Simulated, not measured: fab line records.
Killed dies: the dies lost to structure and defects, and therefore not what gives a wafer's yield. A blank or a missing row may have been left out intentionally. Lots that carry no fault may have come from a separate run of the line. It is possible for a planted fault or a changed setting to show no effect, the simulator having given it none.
Chamber matching -- flow n5_finfet -- pecvd-04 running N5_BEOL_M0_SAQP_PECVD_96: 3 sister chambers
The step deposits a-Si from SiH4/He, target thk 45 nm, time 45.2 s. 22 wafers are shown with their chamber, then 11 later ones without.

WAFERS, EACH WITH ITS CHAMBER
wafer,chamber,throttle_valve_pct (%),showerhead_plenum_p_Torr (Torr),showerhead_vpp_V (V)
L074.2,1,20.1,5.73,630
L074.4,0,19.0,5.74,617
L074.5,2,17.5,5.67,608
L075.1,1,20.2,5.73,616
L075.3,0,19.1,5.74,610
L075.5,1,20.2,5.73,626
L077.2,2,17.5,5.68,595
L077.3,1,20.4,5.72,622
L077.4,0,19.1,5.75,613
L079.3,0,18.8,5.75,598
L079.4,1,20.2,5.72,625
L079.6,2,17.9,5.66,599
L084.1,2,17.8,5.67,600
L084.3,1,20.4,5.73,617
L084.6,0,19.2,5.77,603
L085.1,2,17.9,5.67,596
L085.2,1,20.0,5.72,616
L085.6,1,20.5,5.73,627
L089.3,0,18.6,5.76,610
L089.4,0,18.9,5.75,607
L089.6,2,17.7,5.69,602
L091.1,2,17.8,5.66,600

SIGNATURES (means of the wafers above)
reading,chamber 0,chamber 1,chamber 2,scatter within a chamber
throttle_valve_pct,18.957,20.250,17.729,0.182
showerhead_plenum_p_Torr,5.7514,5.7263,5.6714,0.00906
showerhead_vpp_V,608.29,622.38,600.00,5.43
Rule: for each reading, subtract the chamber's mean from the wafer's reading, divide by that reading's scatter and square the result; add these up over the readings and take the root, which gives the wafer's distance from the chamber. The wafer belongs to the nearest chamber; if the next one is less than 2 further off, it can't be placed. The scatter: take each reading less its chamber's mean, square it, sum over the shown wafers, divide by the number of wafers less the number of chambers, and take the root.

WAFERS WHOSE CHAMBER IS MISSING
wafer,throttle_valve_pct (%),showerhead_plenum_p_Torr (Torr),showerhead_vpp_V (V)
L091.3,18.8,5.75,608
L091.4,17.8,5.67,595
L094.2,18.1,5.69,594
L094.5,17.9,5.69,606
L094.6,19.2,5.76,606
L095.1,18.8,5.75,596
L095.3,18.1,5.67,599
L095.4,19.0,5.76,597
L096.4,18.8,5.76,607
L096.5,18.0,5.67,603
L096.6,19.2,5.74,610

WHICH CHAMBER EACH WENT THROUGH
wafer,from the rows above,in truth
L091.3,0,0
L091.4,2,2
L094.2,2,2
L094.5,2,2
L094.6,0,0
L095.1,0,0
L095.3,2,2
L095.4,0,0
L096.4,0,0
L096.5,2,2
L096.6,0,0
Correctly placed: 11 of 11. Number that these rows cannot place: 0. Number placed wrongly: 0.
